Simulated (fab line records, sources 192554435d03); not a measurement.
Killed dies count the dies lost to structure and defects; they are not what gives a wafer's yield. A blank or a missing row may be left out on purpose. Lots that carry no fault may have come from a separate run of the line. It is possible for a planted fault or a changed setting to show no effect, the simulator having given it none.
Chamber matching / flow n5Finfet / 3 sister chambers for N5_BEOL_M3_CO_CAP_55 on cvdCo-01
The step material Co, precursor CCTBA/H2, target thk 2 nm, time 102.1 s. 6 wafers are shown with their chamber, then 7 later ones without.

## WAFERS PAIRED WITH THEIR CHAMBERS
wafer=L427.5; chamber=1; heaterPowerW (W)=236; susceptorTempC (C)=199.92
wafer=L427.6; chamber=0; heaterPowerW (W)=252; susceptorTempC (C)=199.92
wafer=L430.1; chamber=0; heaterPowerW (W)=250; susceptorTempC (C)=200.27
wafer=L430.4; chamber=2; heaterPowerW (W)=229; susceptorTempC (C)=200.14
wafer=L431.1; chamber=1; heaterPowerW (W)=242; susceptorTempC (C)=199.96
wafer=L431.4; chamber=2; heaterPowerW (W)=237; susceptorTempC (C)=200.17

## WAFERS WITH NO CHAMBER GIVEN
wafer=L431.6; heaterPowerW (W)=250; susceptorTempC (C)=200.12
wafer=L443.1; heaterPowerW (W)=253; susceptorTempC (C)=199.96
wafer=L443.3; heaterPowerW (W)=234; susceptorTempC (C)=200.29
wafer=L443.5; heaterPowerW (W)=243; susceptorTempC (C)=200.26
wafer=L442.1; heaterPowerW (W)=253; susceptorTempC (C)=200.11
wafer=L442.3; heaterPowerW (W)=235; susceptorTempC (C)=199.98
wafer=L442.5; heaterPowerW (W)=242; susceptorTempC (C)=200.11

## THE CHAMBER EACH PASSED THROUGH
wafer=L431.6; from the rows above=0; in truth=0
wafer=L443.1; from the rows above=0; in truth=0
wafer=L443.3; from the rows above=can't be placed: 2 or 1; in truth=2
wafer=L443.5; from the rows above=can't be placed: 0 or 1 or 2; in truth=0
wafer=L442.1; from the rows above=0; in truth=0
wafer=L442.3; from the rows above=can't be placed: 1 or 2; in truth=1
wafer=L442.5; from the rows above=can't be placed: 1 or 0 or 2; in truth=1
Correctly placed: 3 of 7. From these rows, 4 cannot be placed; in 4 the true chamber is one of the candidates. Number placed wrongly: 0.
How it was worked out, from the rows above alone: a wafer's distance from a chamber is the root of the sum, over the readings, of the square of ((its reading less the chamber's mean) divided by the reading's scatter). If the next closest chamber is less than 2 further off than the closest, the wafer can't be placed; otherwise it belongs to the closest. Each chamber's mean is taken over the wafers shown for it. The scatter is the square root of a quotient: the sum, over the shown wafers, of each reading's squared deviation from its chamber's mean, divided by wafers minus chambers.
